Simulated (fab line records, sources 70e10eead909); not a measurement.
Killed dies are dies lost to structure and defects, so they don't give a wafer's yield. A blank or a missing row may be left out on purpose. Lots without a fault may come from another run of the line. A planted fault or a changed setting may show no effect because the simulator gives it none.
Chamber matching | flow nand_harc | NHARC_A_ONON_D2_DEP_33 on pecvd-01: 3 sister chambers
The step deposits SiO2, target thk 200 nm. 6 wafers are shown with their chamber, then 8 later ones without.

WAFERS WITH THEIR CHAMBER
wafer  | chamber | throttle_valve_pct (%) | heater_power_w (W)
L771.1 | 0       | 15.6                   | 511
L771.4 | 2       | 16.7                   | 604
L776.1 | 0       | 16.1                   | 409
L776.3 | 2       | 17.1                   | 723
L776.4 | 1       | 16.2                   | 585
L778.2 | 1       | 16.1                   | 603

WAFERS WITHOUT THEIR CHAMBER
wafer  | throttle_valve_pct (%) | heater_power_w (W)
L778.5 | 16.9                   | 704
L778.6 | 16.0                   | 480
L784.1 | 17.3                   | 717
L784.2 | 16.0                   | 467
L784.3 | 16.0                   | 595
L787.1 | 15.9                   | 594
L787.3 | 16.2                   | 489
L787.5 | 15.6                   | 488

WHICH CHAMBER EACH WENT THROUGH
wafer  | from the rows above     | in truth
L778.5 | 2                       | 2
L778.6 | can't be placed: 0 or 1 | 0
L784.1 | 2                       | 2
L784.2 | can't be placed: 0 or 1 | 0
L784.3 | can't be placed: 1 or 0 | 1
L787.1 | can't be placed: 1 or 0 | 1
L787.3 | can't be placed: 0 or 1 | 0
L787.5 | can't be placed: 0 or 1 | 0
Placed correctly: 2 of 8. Can't be placed from these rows: 6 (the true chamber is among the candidates in 6). Placed wrongly: 0.
How it was worked out, from the rows above alone: a wafer's distance from a chamber is the root of the sum, over the readings, of the square of ((its reading less the chamber's mean) divided by the reading's scatter). The wafer belongs to the nearest chamber; if the next one is less than 2 further off, it can't be placed. A chamber's mean is the mean of its shown wafers. The scatter: the root of (the sum of the squares of (reading less its chamber's mean) over the shown wafers, divided by (wafers less chambers)).
